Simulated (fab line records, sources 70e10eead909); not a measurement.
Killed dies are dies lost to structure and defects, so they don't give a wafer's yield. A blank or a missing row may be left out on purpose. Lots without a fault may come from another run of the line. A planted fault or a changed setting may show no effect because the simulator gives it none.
fab line records | flow nand_harc
record lots=5 wafers=15 last_day=32
route steps=1302 shown A_WL_FILL@962 A_CONTACT@983
lots that met no fault: from a run of the same line without faults
start_h: hours from the record's first day to the start of the lot's first wafer shown | wait_h: hours since the lot's step before | " the same as in the row above | L1.1+2: a row that stands for several wafers | - no value, or no start given | * or withheld: withheld | < > ~ a bound
route shown NAME@n: a module of which the file shows steps, and the number in the route of the first | usual: mean/standard deviation of fault-free wafers | same: alike in all rows | chamber/n: place in a boat | sites: the reading at each site | _std_site: their standard deviation | _edge_site: outer sites' mean less inner sites' | radius_mm: how far each site lies from the wafer's centre | mask NAME#n: copy n | behind: the tool/chamber that last shaped the wafer | hold: why the lot was held/for how many hours/how that ended | device: the transistor (n, p or np) that didn't switch | end of line: the same wafers' tests at the end of the route | a step without rows: its recipe alone | killed: dies lost to structure and defects at the first sort, not the wafer's yield | map: a wafer's dies, x killed, . not, _ none there
set.NAME: the setting as run; set.NAME@STEP: as run at that earlier step | model.NAME: the simulator's own value behind a step, which no gauge read
lots at some steps of the route; a table a step, a row a wafer
services: from which hour (start_h, from the record's first day; less than 0 if before it) a tool's chamber was out of use, for how many hours, and why
## steps
# step NHARC_A_WL_FILL_SRD_07
# columns lot.wafer tool chamber start_h wait_h
L079.3+1+6 wet_bench-07 3,4,5 - -
L082.2+6+1 wet_bench-01 3,4,7 - -
L085.1+3+4 wet_bench-02 1,2,5 - -
L086.3+6+5 wet_bench-01 0,3,4 - -
L094.4+6+5 wet_bench-02 7,1,4 - -
# step NHARC_A_WL_FILL_ANNEAL_08
# recipe temp_c=450 time_s=1800
# usual tube_center_temp_C=450/0.042
# columns lot.wafer tool chamber start_h wait_h tube_center_temp_C
L079.1 furnace-04 0 511.67 - 450.11
L079.3 " 0 " " 449.98
L079.6 " 0 " " 449.96
L082.1 furnace-08 0 543.78 - 449.97
L082.2 " 0 " " 450.02
L082.6 " 0 " " 450.01
L085.1 furnace-04 0 567.88 - 450.1
L085.3 " 0 " " 450.08
L085.4 " 0 " " 450.07
L086.3 furnace-05 0 589.02 - 450
L086.5 " 0 " " 449.98
L086.6 " 0 " " 449.93
L094.4 furnace-08 0 664.95 - 450.05
L094.5 " 0 " " 449.98
L094.6 " 0 " " 450
# step NHARC_A_WL_FILL_ALD_10
# recipe target_thk_a=500 pulse_time_s=10 ald_cycles=500 temp_c=300 material=SiO2
# usual heater_power_w=441/41 precursor_pulse_height_rel=0.998/0.021
# same ald_cycles=500
# columns lot.wafer tool chamber start_h wait_h heater_power_w precursor_pulse_height_rel
L079.1 ald_hk-01 2 513.69 0.6 492 1.009
L079.3 " 3 " " 395 0.983
L079.6 " 2 515.75 2.6 478 0.998
L082.1 ald_hk-04 0 545.28 0.1 498 1.004
L082.2 " 3 546.85 1.6 492 0.976
L082.6 " 1 547.90 2.7 411 1.026
L085.1 ald_hk-04 2 569.88 0.6 437 1.006
L085.4 " 3 " " 496 1.019
L085.3 " 0 " " 499 1.000
L086.3 ald_hk-04 0 590.51 0.1 504 1.011
L086.5 " 0 592.60 2.1 486 1.017
L086.6 " 1 " " 409 0.980
L094.4 ald_hk-03 3 670.57 4.2 436 0.983
L094.5 " 0 " " 398 0.989
L094.6 " 1 " " 458 1.027
# step NHARC_A_WL_FILL_ETCHBACK_16
# recipe target_depth_a=1200 time_s=24 c4f8_flow_sccm=withheld o2_flow_sccm=8 ar_flow_sccm=withheld rf_w=600 bias_w=800 chemistry=C4F8/O2/Ar
# usual chamber_pressure_mTorr=24.998/0.02 oes_product_au=0.989/0.029 rf_fwd_power_W=590/3.6 rf_vpp_V=724/4.2
# columns lot.wafer tool chamber start_h wait_h chamber_pressure_mTorr oes_product_au rf_fwd_power_W rf_hours_counter_h rf_vpp_V
L079.3 rie_diel-05 1 - - 25.027 0.905 588 2.8 724
L079.1 " 3 " " 25.038 0.930 592 2.6 715
L079.6 " 0 " " 25.030 0.924 587 - 730
L082.2 rie_diel-12 0 - - 25.007 0.991 593 2.4 726
L082.1 " 3 " " 25.027 1.016 593 3.0 719
L082.6 " 1 " " 24.979 0.999 598 - 727
L085.4 rie_diel-05 2 - - 24.984 0.931 585 4.5 719
L085.3 " 3 " " 25.015 0.924 592 3.8 717
L085.1 " 0 " " 24.978 0.934 587 4.1 729
L086.3 rie_diel-05 3 - - 24.969 1.003 591 0 716
L086.6 " 2 " " 25.021 0.980 582 - 721
L086.5 " 3 " " 24.968 1.007 591 - 717
L094.4 rie_diel-12 2 - - 24.958 1.001 591 - 718
L094.5 " 3 " " 25.005 1.009 593 - 722
L094.6 " 1 " " 24.983 1.011 594 - 727
# step NHARC_A_WL_FILL_STRIP_29
# recipe time_s=20 o2_flow_sccm=500 ar_flow_sccm=0 bias_w=0 chemistry=O2
# usual chamber_pressure_mTorr=60.00/0.054 drypump_motor_current_A=5.9/0.54 o2_flow_sccm=500.1/1.5 oes_product_au=1.003/0.011 rf_vpp_V=57.7/0.78 showerhead_plenum_p_Torr=3.55/0.14 throttle_valve_pct=17.036/0.0099
# columns lot.wafer tool chamber start_h wait_h chamber_pressure_mTorr drypump_motor_current_A o2_flow_sccm oes_product_au rf_hours_counter_h rf_vpp_V showerhead_plenum_p_Torr throttle_valve_pct
L079.3 rie_diel-05 0 517.92 0.1 59.95 5.2 500.1 1.001 2.3 59.2 3.75 17.051
L079.1 " 1 " " 60.05 6.5 498.2 0.994 2.8 56.7 3.51 17.039
L079.6 " 3 " " 60.01 5.9 499.7 1.006 - 57.5 3.30 17.039
L082.2 rie_diel-12 3 550.08 0.1 59.99 5.5 501.4 1.019 3.1 56.7 3.42 17.028
L082.1 " 0 " " 60.06 5.3 498.7 1.001 2.4 57.3 3.57 17.028
L082.6 " 3 " " 59.87 5.5 499.3 1.022 - 57.0 3.42 17.043
L085.1 rie_diel-05 2 574.12 0.1 60.01 6.6 501.0 1.005 4.5 55.8 3.42 17.021
L085.4 " 3 " " 60.06 5.9 501.3 1.002 3.8 57.4 3.30 17.043
L085.3 " 0 " " 60.01 5.2 501.4 1.012 4.1 57.3 3.75 17.030
L086.3 rie_diel-05 3 595.30 0.1 59.95 5.9 500.0 1.003 0.0 57.3 3.30 17.044
L086.6 " 3 " " 59.88 5.9 498.3 1.007 - 57.2 3.29 17.042
L086.5 " 0 " " 60.10 5.2 501.0 1.005 - 58.0 3.74 17.038
L094.6 rie_diel-12 3 673.81 0.1 59.87 5.5 498.5 0.993 - 57.6 3.42 17.040
L094.5 " 1 " " 59.98 5.0 498.8 1.002 - 57.1 3.66 17.051
L094.4 " 2 " " 60.04 6.2 501.1 0.985 - 59.1 3.41 17.021
# step NHARC_A_WL_FILL_ETCHBACK_17
# recipe target_depth_a=40 time_s=26.7 chemistry=Cl2/BCl3
# usual chamber_pressure_mTorr=9.998/0.0094 drypump_motor_current_A=5.6/0.44 oes_product_au=1.002/0.0088
# columns lot.wafer tool chamber start_h wait_h chamber_pressure_mTorr drypump_motor_current_A oes_product_au rf_hours_counter_h
L079.1 rie_metal-02 0 518.00 - 10.001 5.7 0.984 1.3
L079.3 " 1 " " 9.994 6.1 1.004 -
L079.6 " 1 " " 9.992 6.2 1.016 -
L082.1 rie_metal-01 0 550.17 - 9.988 5.6 1.002 1.8
L082.2 " 1 " " 10.002 5.4 1.011 3.0
L082.6 " 0 " " 9.991 5.6 1.005 -
L085.1 rie_metal-02 1 574.21 - 10.001 6.2 1.015 1.9
L085.3 " 1 " " 9.968 6.2 1.010 -
L085.4 " 0 " " 10.000 5.7 0.999 -
L086.3 rie_metal-03 0 595.45 - 9.988 4.8 0.992 -
L086.5 " 1 " " 10.002 5.9 1.008 -
L086.6 " 0 " " 10.005 4.8 0.992 -
L094.4 rie_metal-02 1 673.95 - 10.009 6.2 0.997 -
L094.5 " 0 " " 9.996 5.8 0.997 -
L094.6 " 1 " " 9.998 6.2 1.007 -
# step NHARC_A_WL_FILL_PRECLEAN_18
# recipe time_s=30 chemistry=dHF
# columns lot.wafer tool chamber start_h wait_h
L079.3+6+1 wet_bench-01 4,5,0 518.18 0.1
L082.1+6+2 wet_bench-01 2,3,7 550.35 0.2
L085.3+4+1 wet_bench-07 0,3,4 574.41 0.1
L086.6+5+3 wet_bench-01 1,5,6 595.58 0.1
L094.4+6+5 wet_bench-07 0,4,5 674.07 0.1
# step NHARC_A_WL_FILL_SRD_21
# columns lot.wafer tool chamber start_h wait_h
L079.3+6+1 wet_bench-01 4,5,0 518.21 0.0
L082.1+6+2 wet_bench-01 2,3,7 550.38 0.0
L085.3+4+1 wet_bench-07 0,3,4 574.45 0.0
L086.6+5+3 wet_bench-01 1,5,6 595.60 0.0
L094.4+6+5 wet_bench-07 0,4,5 674.10 0.0
# step NHARC_A_WL_FILL_CVD_23
# recipe target_thk_a=400 temp_c=620 pressure_mtorr=200 time_s=800 material=poly-Si
# usual tube_center_temp_C=619.99/0.062
# columns lot.wafer tool chamber start_h wait_h tube_center_temp_C
L079.1 lpcvd_poly-04 0 520.64 2.4 619.94
L079.3 " 0 " " 619.99
L079.6 " 0 " " 620.08
L082.1 lpcvd_poly-02 0 552.72 2.3 619.96
L082.2 " 0 " " 619.9
L082.6 " 0 " " 619.94
L085.1 lpcvd_poly-02 0 578.24 3.8 620
L085.3 " 0 " " 619.93
L085.4 " 0 " " 620.01
L086.3 lpcvd_poly-01 0 598.06 2.4 619.97
L086.5 " 0 " " 619.92
L086.6 " 0 " " 620.01
L094.4 lpcvd_poly-01 0 676.55 2.4 619.88
L094.5 " 0 " " 620.09
L094.6 " 0 " " 619.9
# step NHARC_A_WL_FILL_ETCHBACK_26
# recipe target_depth_a=520 time_s=13.3 hbr_flow_sccm=150 rf_w=350 icp_w=350 bias_w=60 chemistry=HBr
# usual chamber_pressure_mTorr=14.999/0.013 drypump_motor_current_A=5.6/0.56 oes_product_au=1.001/0.0095 rf_fwd_power_W=342.6/1.5 throttle_valve_pct=23.267/0.009
# columns lot.wafer tool chamber start_h wait_h chamber_pressure_mTorr drypump_motor_current_A oes_product_au rf_fwd_power_W rf_hours_counter_h throttle_valve_pct
L079.1 rie_si-01 2 523.24 0.4 14.996 5.6 0.998 342.2 0.8 23.272
L079.3 " 3 " " 14.995 5.6 1.003 347.7 0.8 23.267
L079.6 " 1 " " 15.020 6.4 1.016 341.6 - 23.272
L082.2 rie_si-05 1 555.31 0.4 15.005 4.9 0.998 343.2 0.5 23.278
L082.1 " 3 " " 14.979 6.3 1.012 342.0 0.6 23.262
L082.6 " 2 " " 14.996 6.3 1.003 342.2 - 23.278
L085.3 rie_si-06 1 580.84 0.4 14.986 5.4 0.996 344.7 0.8 23.259
L085.4 " 3 " " 14.992 5.6 0.985 343.2 0.7 23.262
L085.1 " 0 " " 14.992 5.0 0.991 344.0 0.8 23.281
L086.3 rie_si-05 0 600.60 0.4 15.014 5.5 0.989 343.1 0.7 23.274
L086.6 " 0 " " 15.005 5.5 0.995 342.4 - 23.262
L086.5 " 1 " " 15.012 4.9 0.989 342.9 - 23.267
L094.4 rie_si-05 2 679.13 0.4 14.997 6.3 1.013 339.6 0.1 23.264
L094.6 " 1 " " 15.001 4.9 1.004 340.4 - 23.274
L094.5 " 2 " " 14.998 6.4 1.013 342.9 - 23.266
# step NHARC_A_WL_FILL_PRECLEAN_30
# recipe time_s=10 chemistry=dHF
# columns lot.wafer tool chamber start_h wait_h
L079.1+3+6 wet_bench-01 7,0,2 523.35 0.1
L082.6+1+2 wet_bench-01 5,6,0 555.45 0.1
L085.1+4+3 wet_bench-02 1,2,6 580.98 0.1
L086.3+5+6 wet_bench-07 6,7,1 600.76 0.1
L094.6+4+5 wet_bench-07 4,6,0 679.26 0.1
# step NHARC_A_WL_FILL_SRD_14
# columns lot.wafer tool chamber start_h wait_h
L079.1+3+6 wet_bench-01 7,0,2 523.38 0.0
L082.6+1+2 wet_bench-01 5,6,0 555.47 0.0
L085.1+4+3 wet_bench-02 1,2,6 581.00 0.0
L086.3+5+6 wet_bench-07 6,7,1 600.79 0.0
L094.6+4+5 wet_bench-07 4,6,0 679.28 0.0
# step NHARC_A_WL_FILL_ALD_19
# recipe target_thk_a=20 pulse_time_s=3 ald_cycles=100 temp_c=450 material=TiN
# usual heater_power_w=1089/100 precursor_pulse_height_rel=1.001/0.02
# same ald_cycles=100
# columns lot.wafer tool chamber start_h wait_h heater_power_w precursor_pulse_height_rel
L079.3 ald_metal-03 1 523.48 0.1 963 0.994
L079.1 " 3 " " 1088 0.979
L079.6 " 1 " " 959 0.992
L082.2 ald_metal-04 0 555.57 0.1 910 0.987
L082.1 " 1 " " 1107 1.034
L082.6 " 0 " " 932 1.004
L085.4 ald_metal-03 2 581.10 0.1 1144 1.006
L085.3 " 3 " " 1144 0.986
L085.1 " 0 " " 1241 1.001
L086.3 ald_metal-02 2 600.96 0.2 1127 1.025
L086.5 " 3 " " 1049 0.990
L086.6 " 0 " " 1018 0.974
L094.4 ald_metal-04 1 679.42 0.1 1135 0.972
L094.5 " 3 " " 944 0.990
L094.6 " 0 " " 953 1.006
# step NHARC_A_WL_FILL_CVD_20
# recipe target_thk_a=1000 temp_c=400 pressure_torr=40 wf6_flow_sccm=40 h2_flow_sccm=1600 ar_flow_sccm=1560 time_s=74 material=W
# usual heater_power_w=806/60 throttle_valve_pct=7.90/0.26
# columns lot.wafer tool chamber start_h wait_h heater_power_w throttle_valve_pct
L079.1 cvd_w-01 1 - - 764 7.57
L079.3 " 1 " " 732 7.67
L079.6 " 1 " " 765 7.44
L082.2 cvd_w-02 1 - - 890 7.38
L082.1 " 0 " " 765 8.16
L082.6 " 1 " " 873 7.90
L085.1 cvd_w-01 0 - - 835 8.28
L085.3 " 1 " " 754 7.60
L085.4 " 0 " " 831 8.17
L086.3 cvd_w-02 0 - - 737 8.02
L086.6 " 1 " " 913 7.76
L086.5 " 0 " " 738 8.00
L094.4 cvd_w-01 1 - - 768 7.94
L094.6 " 1 " " 767 7.82
L094.5 " 0 " " 856 8.22
# step NHARC_A_WL_FILL_CMP_12
# recipe t_overpolish_s=30 target_thk_nm=100
# usual motor_current_A=12.4/1.1 overpolish_run_s=30.000/0.0085 time_to_endpoint_s=19.1/2.8
# columns lot.wafer tool chamber start_h wait_h motor_current_A overpolish_run_s time_to_endpoint_s
L079.1 cmp-02 0 523.95 0.2 12.1 29.998 19.8
L079.3 " 1 " " 12.9 30.002 16.4
L079.6 " 2 " " 14.5 30.000 17.1
L082.1 cmp-01 0 556.00 0.2 12.5 29.980 15.6
L082.2 " 1 " " 11.1 29.996 18.4
L082.6 " 3 " " 13.2 30.013 16.5
L085.4 cmp-03 2 581.49 0.1 14.6 30.010 19.7
L085.3 " 3 " " 12.2 29.988 20.9
L085.1 " 1 " " 12.2 29.996 24.9
L086.3 cmp-02 2 601.28 0.1 13.8 29.998 16.1
L086.6 " 2 " " 13.9 29.992 17.4
L086.5 " 3 " " 10.8 30.004 18.4
L094.4 cmp-01 1 679.79 0.1 11.2 29.996 21.7
L094.5 " 0 " " 12.2 30.010 20.7
L094.6 " 1 " " 11.1 29.992 19.2
# step NHARC_A_WL_FILL_SRD_31
# columns lot.wafer tool chamber start_h wait_h
L079.1+6+3 wet_bench-01 1,2,4 524.23 0.0
L082.6+2+1 wet_bench-02 3,5,7 556.27 0.0
L085.1+3+4 wet_bench-02 3,7,0 581.81 0.0
L086.3+5+6 wet_bench-01 2,3,5 601.60 0.0
L094.5+4+6 wet_bench-02 7,0,2 680.09 0.0
# step NHARC_A_WL_FILL_INSPECT_15
# usual raw_defect_count=485/120
# columns lot.wafer tool chamber start_h wait_h raw_defect_count
L079.1 defect_inspect-02 - 524.39 0.0 395
L079.3 " - " " 415
L079.6 " - " " 465
L082.1 defect_inspect-01 - 556.42 0.0 460
L082.2 " - " " 432
L082.6 " - " " 482
L085.1 defect_inspect-01 - 581.95 0.0 424
L085.3 " - " " 420
L085.4 " - " " 473
L086.3 defect_inspect-02 - 601.77 0.0 469
L086.5 " - " " 583
L086.6 " - " " 502
L094.4 defect_inspect-02 - 680.26 0.0 654
L094.5 " - " " 503
L094.6 " - " " 409
# step NHARC_A_CONTACT_DEP_24
# recipe target_thk_a=5000 temp_c=400 pressure_torr=6.5 rf_w=900 teos_flow_sccm=161.4 flow_sccm=2650 target_thk_nm=500 gas=O2 material=SiO2
# usual heater_power_w=532/60 rf_fwd_power_W=898.6/2.9 throttle_valve_pct=15.9/0.53
# columns lot.wafer tool chamber start_h wait_h heater_power_w rf_fwd_power_W throttle_valve_pct
L079.3 pecvd-04 0 524.46 0.1 478 893.5 14.8
L079.1 " 2 " " 536 892.2 15.4
L079.6 " 1 " " 569 901.2 16.0
L082.1 pecvd-02 2 556.55 0.1 503 900.4 16.2
L082.2 " 0 " " 571 901.2 16.4
L082.6 " 0 " " 590 899.7 16.3
L085.1 pecvd-04 2 582.02 0.1 552 896.1 15.7
L085.3 " 1 " " 583 897.4 16.0
L085.4 " 0 " " 539 897.1 14.9
L086.3 pecvd-01 1 601.90 0.1 597 895.0 15.6
L086.6 " 1 " " 609 896.2 15.7
L086.5 " 2 " " 451 898.9 16.6
L094.5 pecvd-04 2 680.51 0.3 528 898.1 16.2
L094.6 " 0 " " 561 901.9 14.9
L094.4 " 1 " " 501 896.5 16.2
# step NHARC_A_CONTACT_DEP_28
# recipe target_thk_a=70000 temp_c=400 material=aC
# usual throttle_valve_pct=35.001/0.0089
# columns lot.wafer tool chamber start_h wait_h throttle_valve_pct
L079.1 acl_dep-02 0 530.18 5.2 35.014
L079.3 " 0 531.56 6.6 35.002
L079.6 " 0 533.63 8.6 34.993
L082.1 acl_dep-02 0 560.60 3.6 35.014
L082.2 " 0 " " 34.998
L082.6 " 0 564.14 7.1 35.000
L085.1 acl_dep-01 0 582.72 0.2 35.018
L085.3 " 0 584.11 1.5 35.000
L085.4 " 0 " " 34.987
L086.3 acl_dep-01 0 606.50 4.1 35.002
L086.5 " 0 607.92 5.5 35.005
L086.6 " 0 " " 34.983
L094.4 acl_dep-01 0 683.08 2.2 35.001
L094.5 " 0 " " 35.007
L094.6 " 0 " " 35.006
# step NHARC_A_CONTACT_DEP_29
# recipe target_thk_a=1000 target_thk_nm=100 temp_c=400 pressure_torr=3.5 flow_sccm=200 rf_w=350 material=SiON
# usual heater_power_w=725/64 rf_fwd_power_W=348.6/1.1
# columns lot.wafer tool chamber start_h wait_h heater_power_w rf_fwd_power_W
L079.1 pecvd-01 2 534.34 3.5 789 348.7
L079.3 " 2 " " 779 348.8
L079.6 " 2 " " 772 349.3
L082.2 pecvd-01 2 564.89 2.9 734 348.5
L082.1 " 0 " " 678 348.3
L082.6 " 0 " " 702 348.0
L085.1 pecvd-04 1 586.92 3.5 782 347.6
L085.3 " 2 " " 769 347.6
L085.4 " 2 " " 774 347.9
L086.3 pecvd-01 0 609.38 2.2 611 348.5
L086.6 " 0 " " 618 349.0
L086.5 " 1 " " 798 350.6
L094.5 pecvd-04 0 685.34 0.8 774 348.8
L094.4 " 1 " " 777 349.1
L094.6 " 2 " " 780 347.5
# step NHARC_A_CONTACT_DEHYDRATE_32
# recipe temp_c=150 time_s=120
# columns lot.wafer tool chamber start_h wait_h
L079.1+3+6 litho_track-04 0 534.70 0.3
L082.1+2+6 litho_track-04 0 565.13 0.2
L085.1+3+4 litho_track-06 0 587.19 0.2
L086.3+5+6 litho_track-01 0 609.63 0.2
L094.4+5+6 litho_track-06 0 685.52 0.1
# step NHARC_A_CONTACT_HMDS_33
# recipe time_s=30
# columns lot.wafer tool chamber start_h wait_h
L079.1+3+6 litho_track-04 0 - -
L082.1+2+6 litho_track-04 0 - -
L085.1+3+4 litho_track-06 0 - -
L086.3+5+6 litho_track-01 0 - -
L094.4+5+6 litho_track-06 0 - -
# step NHARC_A_CONTACT_COAT_34
# recipe temp_c=260 time_s=75
# columns lot.wafer tool chamber start_h wait_h
L079.1+3+6 litho_track-04 0 - -
L082.1+2+6 litho_track-04 0 - -
L085.1+3+4 litho_track-06 0 - -
L086.3+5+6 litho_track-01 0 - -
L094.4+5+6 litho_track-06 0 - -
# step NHARC_A_CONTACT_COAT_35
# recipe temp_c=225 time_s=65
# columns lot.wafer tool chamber start_h wait_h
L079.1+3+6 litho_track-04 0 - -
L082.1+2+6 litho_track-04 0 - -
L085.1+3+4 litho_track-06 0 - -
L086.3+5+6 litho_track-01 0 - -
L094.4+5+6 litho_track-06 0 - -
# step NHARC_A_CONTACT_COAT_36
# recipe spin_rpm=1500 resist_thk_nm=90
# columns lot.wafer tool chamber start_h wait_h
L079.1+3+6 litho_track-04 0 - -
L082.1+2+6 litho_track-04 0 - -
L085.1+3+4 litho_track-06 0 - -
L086.3+5+6 litho_track-01 0 - -
L094.4+5+6 litho_track-06 0 - -
# step NHARC_A_CONTACT_SOFTBAKE_37
# recipe temp_c=105 time_s=55
# columns lot.wafer tool chamber start_h wait_h
L079.1+3+6 litho_track-04 0 - -
L082.1+2+6 litho_track-04 0 - -
L085.1+3+4 litho_track-06 0 - -
L086.3+5+6 litho_track-01 0 - -
L094.4+5+6 litho_track-06 0 - -
# step NHARC_A_CONTACT_EBR_38
# columns lot.wafer tool chamber start_h wait_h
L079.1+3+6 litho_track-04 0 - -
L082.1+2+6 litho_track-04 0 - -
L085.1+3+4 litho_track-06 0 - -
L086.3+5+6 litho_track-01 0 - -
L094.4+5+6 litho_track-06 0 - -
# step NHARC_A_CONTACT_EXPOSE_39
# recipe na=1.35 sigma_outer=0.8 dose_mj=58.79 mask_id=A_CC_3
# columns lot.wafer tool chamber start_h wait_h mask
L079.1+3+6 arfi_scanner-02 0 534.89 - A_CC_3#0
L082.1+2+6 arfi_scanner-03 0 565.45 - A_CC_3#0
L085.1+3+4 arfi_scanner-03 0 587.50 - A_CC_3#0
L086.3+5+6 arfi_scanner-03 0 609.94 - A_CC_3#0
L094.4+5+6 arfi_scanner-03 0 685.72 - A_CC_3#0
# step NHARC_A_CONTACT_PEB_40
# recipe peb_temp_c=100 peb_time_s=65
# columns lot.wafer tool chamber start_h wait_h
L079.1+3+6 litho_track-01 0 534.95 0.1
L082.1+2+6 litho_track-06 0 565.51 0.1
L085.1+3+4 litho_track-06 0 587.56 0.1
L086.3+5+6 litho_track-06 0 610.00 0.0
L094.4+5+6 litho_track-06 0 685.77 0.0
# step NHARC_A_CONTACT_DEVELOP_41
# recipe develop_time_s=35 dev_temp_c=23
# columns lot.wafer tool chamber start_h wait_h
L079.1+3+6 litho_track-01 0 - -
L082.1+2+6 litho_track-06 0 - -
L085.1+3+4 litho_track-06 0 - -
L086.3+5+6 litho_track-06 0 - -
L094.4+5+6 litho_track-06 0 - -
# step NHARC_A_CONTACT_CD_MEAS_42
# recipe target_cd_nm=300 landing_energy_ev=500
# usual cd_nm=299.9/0.53
# columns lot.wafer tool chamber start_h wait_h cd_nm
L079.1 cd_sem-02 0 535.02 - 300.6
L079.3 " 0 " " 300.0
L079.6 " 0 " " 300.5
L082.1 cd_sem-02 0 565.58 - 298.8
L082.2 " 0 " " 299.8
L082.6 " 0 " " 299.5
L085.1 cd_sem-03 0 587.64 - 299.8
L085.3 " 0 " " 299.5
L085.4 " 0 " " 299.3
L086.3 cd_sem-02 0 610.08 - 299.7
L086.5 " 0 " " 299.8
L086.6 " 0 " " 300.0
L094.4 cd_sem-02 0 685.85 - 298.7
L094.5 " 0 " " 298.4
L094.6 " 0 " " 298.8
# step NHARC_A_CONTACT_OVL_MEAS_43
# usual overlay_x_nm=0.2/0.75 overlay_y_nm=-0.3/0.78
# columns lot.wafer tool chamber start_h wait_h overlay_x_nm overlay_y_nm
L079.1 overlay-02 - 535.11 - 0.4 0.4
L079.3 " - " " 0.8 0.2
L079.6 " - " " 0.9 0.3
L082.1 overlay-01 - 565.67 - -0.9 0.6
L082.2 " - " " -0.9 0.5
L082.6 " - " " -1.0 0.2
L085.1 overlay-01 - 587.73 - 0.3 0.6
L085.3 " - " " 0.2 -0.2
L085.4 " - " " -0.2 0.0
L086.3 overlay-01 - 610.16 - -0.8 0.0
L086.5 " - " " -0.3 0.1
L086.6 " - " " -0.8 -0.1
L094.4 overlay-02 - 685.94 - 0.2 -0.1
L094.5 " - " " -0.3 0.3
L094.6 " - " " 0.2 0.0
# step NHARC_A_CONTACT_INSPECT_44
# usual raw_defect_count=81/42
# columns lot.wafer tool chamber start_h wait_h raw_defect_count
L079.1 defect_inspect-01 - 535.15 0.0 160
L079.3 " - " " 145
L079.6 " - " " 157
L082.1 defect_inspect-01 - 565.71 0.0 76
L082.2 " - " " 82
L082.6 " - " " 89
L085.1 defect_inspect-02 - 587.77 0.0 115
L085.3 " - " " 117
L085.4 " - " " 131
L086.3 defect_inspect-01 - 610.20 0.0 19
L086.5 " - " " 23
L086.6 " - " " 16
L094.4 defect_inspect-01 - 685.97 0.0 68
L094.5 " - " " 81
L094.6 " - " " 75
# step NHARC_A_CONTACT_DESCUM_47
# recipe time_s=3 o2_flow_sccm=200 ar_flow_sccm=0 bias_power_w=0 chemistry=O2
# usual chamber_pressure_mTorr=60.00/0.054 drypump_motor_current_A=5.8/0.31 o2_flow_sccm=200.1/0.6 oes_product_au=1.001/0.011 rf_vpp_V=57.6/0.86 showerhead_plenum_p_Torr=1.87/0.076 throttle_valve_pct=11.312/0.008
# same bias_power_w=0
# columns lot.wafer tool chamber start_h wait_h chamber_pressure_mTorr drypump_motor_current_A o2_flow_sccm oes_product_au rf_hours_counter_h rf_vpp_V showerhead_plenum_p_Torr throttle_valve_pct
L079.1 rie_diel-10 0 535.23 0.1 60.00 5.6 199.6 1.023 16 57.5 1.81 11.296
L079.3 " 1 " " 59.97 5.6 200.9 1.000 17 57.2 1.97 11.309
L079.6 " 3 " " 60.00 5.8 199.9 1.016 - 57.7 1.82 11.314
L082.1 rie_diel-07 3 565.78 0.1 60.09 5.8 199.1 1.007 27 58.3 1.97 11.313
L082.2 " 0 " " 60.05 5.1 199.5 0.992 25 57.5 1.88 11.315
L082.6 " 3 " " 60.09 5.8 199.5 1.004 - 58.9 1.97 11.318
L085.1 rie_diel-07 3 587.83 0.1 59.95 5.9 200.4 1.002 36 57.3 1.96 11.323
L085.3 " 2 " " 60.02 5.7 200.4 1.008 37 56.5 1.78 11.311
L085.4 " 2 " " 59.95 5.7 200.2 1.001 - 57.5 1.78 11.303
L086.3 rie_diel-01 0 610.27 0.1 59.95 5.7 199.9 0.999 16 58.0 1.89 11.307
L086.6 " 3 " " 59.91 6.5 201.0 1.016 - 58.0 1.90 11.301
L086.5 " 0 " " 59.99 5.7 199.9 1.006 - 58.8 1.89 11.318
L094.4 rie_diel-10 3 686.03 0.1 59.96 5.8 200.0 1.005 16 56.4 1.81 11.308
L094.5 " 3 " " 60.08 5.8 199.7 0.990 - 55.8 1.81 11.334
L094.6 " 0 " " 60.02 5.6 199.9 0.982 - 58.4 1.80 11.303
# step NHARC_A_CONTACT_ETCH_48
# recipe target_depth_a=390 over_etch_frac=0.3 time_s=65 ion_energy_ev=80 cf4_flow_sccm=150 ar_flow_sccm=0 rf_w=300 bias_w=100 chemistry=CF4
# usual chamber_pressure_mTorr=49.99/0.074 drypump_motor_current_A=5.8/0.31 oes_product_au=1.001/0.011 rf_fwd_power_W=297.1/1.2 rf_vpp_V=150.6/1.1 showerhead_plenum_p_Torr=1.73/0.065 throttle_valve_pct=13.283/0.008
# same over_etch_frac=0.3
# columns lot.wafer tool chamber start_h wait_h chamber_pressure_mTorr drypump_motor_current_A oes_product_au rf_fwd_power_W rf_hours_counter_h rf_vpp_V showerhead_plenum_p_Torr throttle_valve_pct
L079.3 rie_diel-10 0 535.30 0.1 50.08 5.6 1.020 296.6 16 149.4 1.68 13.290
L079.1 " 1 " " 50.02 5.6 0.997 297.8 17 152.1 1.82 13.279
L079.6 " 0 " " 50.04 5.6 1.015 295.9 - 151.0 1.68 13.274
L082.1 rie_diel-07 0 565.86 0.1 50.04 5.1 0.990 297.9 25 151.7 1.74 13.285
L082.2 " 1 " " 50.05 6.0 0.994 295.4 27 151.1 1.74 13.276
L082.6 " 1 " " 50.00 6.0 0.991 295.8 - 150.9 1.74 13.272
L085.1 rie_diel-07 3 588.11 0.3 50.00 5.9 1.008 299.2 36 152.8 1.81 13.290
L085.3 " 2 " " 50.01 5.7 1.006 297.6 38 150.5 1.65 13.271
L085.4 " 3 " " 49.98 5.9 0.998 298.6 - 150.3 1.81 13.294
L086.3 rie_diel-01 2 610.36 0.1 49.92 6.0 1.006 298.1 12 149.8 1.70 13.286
L086.5 " 0 " " 49.95 5.7 0.990 296.7 - 150.9 1.75 13.296
L086.6 " 1 " " 49.96 6.5 1.015 297.1 - 149.7 1.71 13.277
L094.4 rie_diel-10 1 686.12 0.1 50.00 5.6 0.992 297.3 15 150.6 1.81 13.280
L094.5 " 1 " " 49.94 5.6 0.994 297.7 - 151.9 1.81 13.270
L094.6 " 2 " " 50.02 5.9 0.990 299.4 - 149.0 1.64 13.279
## services
# columns tool chamber start_h hours kind
pecvd-01 - 492.06 13.0 pm
rie_diel-05 2 493.26 2.4 repair
wet_bench-02 - 500.32 3.2 repair
rie_diel-05 0 500.85 3.4 repair
litho_track-01 - 505.00 7.0 pm
wet_bench-07 - 512.00 8.0 pm
pecvd-01 1 522.66 16.5 repair
litho_track-06 - 529.00 7.0 pm
rie_diel-05 3 539.82 3.3 repair
arfi_scanner-03 - 540.00 4.0 pm
rie_diel-10 - 542.03 2.6 repair
litho_track-04 - 553.00 7.0 pm
rie_diel-12 1 562.58 2.1 repair
rie_diel-05 - 583.60 9.0 pm
wet_bench-02 - 596.00 8.0 pm
rie_diel-10 - 596.96 9.0 pm
wet_bench-02 - 614.65 4.3 repair
arfi_scanner-03 - 618.65 2.1 repair
rie_diel-12 - 622.40 9.0 pm
wet_bench-01 - 629.61 8.0 pm
pecvd-04 0 631.17 13.1 repair
rie_diel-07 - 649.89 9.0 pm
pecvd-04 - 664.09 13.0 pm
litho_track-01 - 680.00 7.0 pm
## key
fault none
